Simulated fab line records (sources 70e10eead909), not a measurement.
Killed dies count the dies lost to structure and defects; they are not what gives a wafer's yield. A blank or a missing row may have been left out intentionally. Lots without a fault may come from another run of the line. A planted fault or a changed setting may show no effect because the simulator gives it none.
Which of the tools did it? | flow nand harc | Sampling: 12 lots, 36 wafers, 5 of 1159 route steps

## WHAT THE GAUGES READ, wafer by wafer
NHARC_P_M0_OVL_MEAS_10: pitch 180 nm. Usual: overlay x nm 0.1 nm, standard deviation 0.8; overlay y nm -0.2 nm, standard deviation 0.82.
lot  | measured     | on         | overlay x nm (nm) | overlay y nm (nm) | flag
L229 | day 5 20:16  | overlay-02 | -0.3 -0.4 -0.6    | 0.4 0.1 0.2       |
L230 | day 6 10:07  | overlay-01 | 0.7 0.9 0.2       | 0.3 1.3 0.9       |
L232 | day 6 12:04  | overlay-02 | 2.0 1.5 1.9       | 0.4 0.5 -0.1      |
L231 | day 6 12:16  | overlay-01 | -0.3 -0.4 -0.5    | 0.3 0.6 0.3       |
L233 | day 6 21:53  | overlay-01 | 0.2 0.5 0.5       | 0.1 -0.1 -0.6     |
L234 | day 7 10:25  | overlay-01 | 1.6 0.9 0.5       | -1.7 -1.7 -1.9    |
L235 | day 7 15:27  | overlay-01 | 0.4 -0.1 0.3      | 0.8 0.9 0.1       |
L236 | day 7 15:43  | overlay-02 | 0.0 0.1 0.6       | 0.0 0.5 0.3       |
L239 | day 8 01:38  | overlay-02 | -2.0 -1.7 -1.6    | -0.2 0.2 0.4      |
L238 | day 8 05:28  | overlay-02 | -0.4 -0.1 -0.3    | -1.4 -0.7 -1.1    |
L248 | day 10 14:28 | overlay-01 | 0.1 0.7 0.1       | -1.5 -1.3 -0.9    |
L252 | day 11 15:11 | overlay-01 | -0.1 0.1 -0.2     | -0.1 0.0 0.1      |

NHARC_END_SORT_01. Usual: defect limited yield 95.5 %, standard deviation 1.4; killed at array 26, standard deviation 9.7; killed at other 1.0, standard deviation 1.2; killed at periphery 3.9, standard deviation 2.6; killed dies 31, standard deviation 9.7; killed open 3.2, standard deviation 1.8; killed short 2.0, standard deviation 1.3; sort_bin_2_pct 1.4 %, standard deviation 0.6; sort_bin_3_pct 0.23 %, standard deviation 0.2; sort_bin_4_pct 2.9 %, standard deviation 0.97; sort n pass 646, standard deviation 9.7; sort rim yield pct 95.7 %, standard deviation 2.6; sort yield pct 95.5 %, standard deviation 1.4.
lot  | measured     | on        | defect limited yield (%) | killed at array | killed at other | killed at periphery | killed dies | killed open | killed short | sort_bin_2_pct (%) | sort_bin_3_pct (%) | sort_bin_4_pct (%) | sort n pass | sort rim yield pct (%) | sort yield pct (%) | flag
L229 | day 19 13:53 | prober-01 | 95.9 95.1 96.0           | 23 29 23        | 3 2 2           | 2 2 2               | 28 33 27    | 3 5 6       | 2 3 0        | 1.2 1.2 1.3        | 0.44 0.15 0.44     | 2.5 3.5 2.2        | 649 644 650 | 99.1 94.3 95.3         | 95.9 95.1 96.0     |
L230 | day 19 21:43 | prober-01 | 96.9 96.0 96.2           | 17 23 23        | 2 1 2           | 2 3 1               | 21 27 26    | 1 2 3       | 1 3 2        | 0.4 1.3 0.6        | 0 0.44 0.30        | 2.7 2.2 3.0        | 656 650 651 | 95.3 93.4 99.1         | 96.9 96.0 96.2     |
L232 | day 19 13:52 | prober-02 | 97.5 96.5 97.2           | 9 16 12         | 1 1 0           | 7 7 7               | 17 24 19    | 2 5 4       | 1 3 1        | 1.0 1.2 1.0        | 0 0.44 0.15        | 1.5 1.9 1.6        | 660 653 658 | 99.1 96.2 99.1         | 97.5 96.5 97.2     |
L231 | day 19 20:47 | prober-02 | 96.2 95.6 95.6           | 21 26 26        | 1 2 1           | 4 2 3               | 26 30 30    | 2 4 2       | 2 1 3        | 1.3 1.5 1.8        | 0 0.30 0.15        | 2.5 2.7 2.5        | 651 647 647 | 99.1 92.5 99.1         | 96.2 95.6 95.6     |
L233 | day 20 04:37 | prober-02 | 95.7 96.9 95.7           | 23 14 28        | 0 0 0           | 6 7 1               | 29 21 29    | 3 4 6       | 1 2 1        | 2.1 0.9 1.0        | 0.30 0.15 0.15     | 1.9 2.1 3.1        | 648 656 648 | 94.3 98.1 94.3         | 95.7 96.9 95.7     |
L234 | day 20 21:47 | prober-01 | 94.7 93.6 94.1           | 30 41 33        | 3 0 1           | 3 2 6               | 36 43 40    | 4 6 2       | 1 2 2        | 1.9 1.5 1.9        | 0 0.15 0           | 3.4 4.7 4.0        | 641 634 637 | 95.3 96.2 96.2         | 94.7 93.6 94.1     |
L235 | day 21 10:55 | prober-01 | 96.5 97.6 97.8           | 19 14 11        | 1 0 0           | 4 2 4               | 24 16 15    | 7 0 3       | 4 3 2        | 1.2 0.7 1.0        | 0 0 0              | 2.4 1.6 1.2        | 653 661 662 | 99.1 99.1 99.1         | 96.5 97.6 97.8     |
L236 | day 21 21:27 | prober-02 | 97.9 97.8 97.9           | 13 12 13        | 0 0 0           | 1 3 1               | 14 15 14    | 1 2 4       | 1 2 3        | 0.6 0.6 0.6        | 0 0 0.30           | 1.5 1.6 1.2        | 663 662 663 | 96.2 100.0 96.2        | 97.9 97.8 97.9     |
L239 | day 21 05:54 | prober-02 | 95.1 95.1 94.5           | 31 30 28        | 0 0 1           | 2 3 8               | 33 33 37    | 5 3 4       | 2 2 2        | 1.6 1.6 1.2        | 0.15 0.44 0.59     | 3.1 2.8 3.7        | 644 644 640 | 99.1 93.4 93.4         | 95.1 95.1 94.5     |
L238 | day 21 16:19 | prober-01 | 96.0 95.0 96.2           | 21 33 22        | 2 1 2           | 4 0 2               | 27 34 26    | 7 4 1       | 2 2 0        | 1.6 1.5 0.9        | 0 0 0              | 2.4 3.5 3.0        | 650 643 651 | 94.3 95.3 95.3         | 96.0 95.0 96.2     |
L248 | day 24 05:40 | prober-01 | 95.1 93.6 92.6           | 33 41 47        | 0 1 3           | 0 1 0               | 33 43 50    | 1 4 2       | 0 3 1        | 1.5 2.4 2.1        | 0.15 0 0.15        | 3.2 4.0 5.2        | 644 634 627 | 92.5 93.4 95.3         | 95.1 93.6 92.6     |
L252 | day 25 03:33 | prober-02 | 96.2 94.5 93.1           | 23 33 43        | 0 0 0           | 3 4 4               | 26 37 47    | 3 6 8       | 2 2 2        | 1.5 1.2 1.5        | 0.15 0.59 0.44     | 2.2 3.7 5.0        | 651 640 630 | 93.4 96.2 95.3         | 96.2 94.5 93.1     |

## WHICH TOOL RAN EACH LOT (tool, then ch and the chambers of the sampled wafers, then the start)
lot  | NHARC_P_M0_STRIP_18                | NHARC_P_M0_PVD_20            | NHARC_P_M0_ANNEAL_30
L229 | rie diel-06 ch 0,3, day 5 20:47    | pvd sputter-03, day 5 21:26  | rtp anneal-01 ch 0, day 5 22:08
L230 | rie diel-09 ch 0,1,2, day 6 10:36  | pvd sputter-01, day 6 11:14  | rtp anneal-01 ch 0, day 6 11:55
L232 | rie diel-09 ch 0,1,2, day 6 12:35  | pvd sputter-02, day 6 13:16  | rtp anneal-02 ch 0, day 6 13:56
L231 | rie diel-06 ch 2,3, day 6 12:47    | pvd sputter-03, day 6 13:26  | rtp anneal-01 ch 0, day 6 14:04
L233 | rie diel-09 ch 2,3, day 6 22:22    | pvd sputter-02, day 6 23:02  | rtp anneal-01 ch 0, day 6 23:40
L234 | rie diel-06 ch 0,1,3, day 7 11:01  | pvd sputter-02, day 7 11:35  | rtp anneal-01 ch 0, day 7 12:13
L235 | rie diel-09 ch 0,1, day 7 16:04    | pvd sputter-03, day 7 16:49  | rtp anneal-01 ch 0, day 7 17:34
L236 | rie diel-08 ch 0,1,2, day 7 16:14  | pvd sputter-02, day 7 16:58  | rtp anneal-01 ch 0, day 7 17:50
L239 | rie diel-08 ch 2,3, day 8 02:06    | pvd sputter-01, day 8 02:48  | rtp anneal-01 ch 0, day 8 03:29
L238 | rie diel-09 ch 0,1,2, day 8 05:59  | pvd sputter-03, day 8 06:40  | rtp anneal-01 ch 0, day 8 07:16
L248 | rie diel-08 ch 1,2,3, day 10 15:07 | pvd sputter-01, day 10 15:47 | rtp anneal-02 ch 0, day 10 16:31
L252 | rie diel-06 ch 1,2,3, day 11 15:40 | pvd sputter-02, day 11 16:19 | rtp anneal-01 ch 0, day 11 16:56
- NHARC_P_M0_STRIP_18: strips in N2/H2.
- NHARC_P_M0_PVD_20: deposits TaN, target thk 5 nm, time 8.06 s.
- NHARC_P_M0_ANNEAL_30: time 90 s.

## WHAT THE TOOLS THEMSELVES READ (means of the sampled wafers that have a number; where no wafer has one, the mark that the record gives instead)
NHARC_P_M0_STRIP_18. Usual: drypump motor current A 5.5 A, standard deviation 0.43; n2 flow sccm 150.0 sccm, standard deviation 0.46; oes product au 1.005 a.u., standard deviation 0.015; rf vpp V 90.9 V, standard deviation 0.99; showerhead plenum p Torr 2.07 Torr, standard deviation 0.093; throttle valve pct 14.171 %, standard deviation 0.0097.
lot  | tool        | drypump motor current A (A) | n2 flow sccm (sccm) | oes product au (a.u.) | rf vpp V (V) | showerhead plenum p Torr (Torr) | throttle valve pct (%) | flag
L229 | rie diel-06 | 6.0                         | 149.9               | 0.994                 | 90.3         | 2.09                            | 14.174                 |
L230 | rie diel-09 | 5.4                         | 150.1               | 1.008                 | 91.3         | 2.08                            | 14.173                 |
L232 | rie diel-09 | 5.4                         | 150.0               | 1.003                 | 91.3         | 2.08                            | 14.185                 |
L231 | rie diel-06 | 5.9                         | 150.1               | 1.013                 | 90.0         | 2.03                            | 14.171                 |
L233 | rie diel-09 | 5.4                         | 149.8               | 1.015                 | 92.5         | 2.16                            | 14.176                 |
L234 | rie diel-06 | 5.5                         | 150.6               | 0.996                 | 91.4         | 2.13                            | 14.159                 |
L235 | rie diel-09 | 5.2                         | 150.1               | 1.011                 | 90.1         | 2.02                            | 14.161                 |
L236 | rie diel-08 | 5.6                         | 149.7               | 0.994                 | 91.0         | 2.01                            | 14.177                 |
L239 | rie diel-08 | 5.6                         | 149.8               | 1.002                 | 90.1         | 1.96                            | 14.172                 |
L238 | rie diel-09 | 5.4                         | 150.1               | 1.006                 | 92.1         | 2.08                            | 14.165                 |
L248 | rie diel-08 | 5.7                         | 149.6               | 0.999                 | 90.0         | 1.99                            | 14.185                 |
L252 | rie diel-06 | 5.7                         | 149.9               | 1.012                 | 91.2         | 2.07                            | 14.179                 |

NHARC_P_M0_PVD_20. Usual: 30.2 % for throttle valve pct, sd 1.1.
lot  | tool           | throttle valve pct (%) | flag
L229 | pvd sputter-03 | 32.0                   |
L230 | pvd sputter-01 | 29.7                   |
L232 | pvd sputter-02 | 29.8                   |
L231 | pvd sputter-03 | 29.8                   |
L233 | pvd sputter-02 | 30.2                   |
L234 | pvd sputter-02 | 29.4                   |
L235 | pvd sputter-03 | 31.8                   |
L236 | pvd sputter-02 | 30.2                   |
L239 | pvd sputter-01 | 29.7                   |
L238 | pvd sputter-03 | 30.6                   |
L248 | pvd sputter-01 | 29.8                   |
L252 | pvd sputter-02 | 30.0                   |

NHARC_P_M0_ANNEAL_30. Usual: 226.1 for wafer_temp_C_max, sd 0.37.
lot  | tool          | wafer_temp_C_max | flag
L229 | rtp anneal-01 | 226.4            |
L230 | rtp anneal-01 | 226.4            |
L232 | rtp anneal-02 | 226.0            |
L231 | rtp anneal-01 | 226.1            |
L233 | rtp anneal-01 | 226.1            |
L234 | rtp anneal-01 | 226.2            |
L235 | rtp anneal-01 | 226.4            |
L236 | rtp anneal-01 | 226.0            |
L239 | rtp anneal-01 | 226.5            |
L238 | rtp anneal-01 | 226.2            |
L248 | rtp anneal-02 | 225.8            |
L252 | rtp anneal-01 | 226.8            |

## THE ANSWER, worked out from the rows above alone
Rule: a lot counts as off when the mean over its wafers that have a number is more than 3 standard deviations away from the usual mean. Also off: a lot with no number at a reading for which 4 or more lots have one. All remaining lots with rows at the step are treated as sound. After the gauges, taken in route order, come the tools' own readings; for these a lot's mean is taken, as printed above. The first step at which some lot is off is used, and at that step the reading that is off furthest; a lot without a number counts as furthest.
Across all readings shown, no lot is off: no conclusion can be drawn from this.

## WHAT THE SIMULATOR HAD PUT IN
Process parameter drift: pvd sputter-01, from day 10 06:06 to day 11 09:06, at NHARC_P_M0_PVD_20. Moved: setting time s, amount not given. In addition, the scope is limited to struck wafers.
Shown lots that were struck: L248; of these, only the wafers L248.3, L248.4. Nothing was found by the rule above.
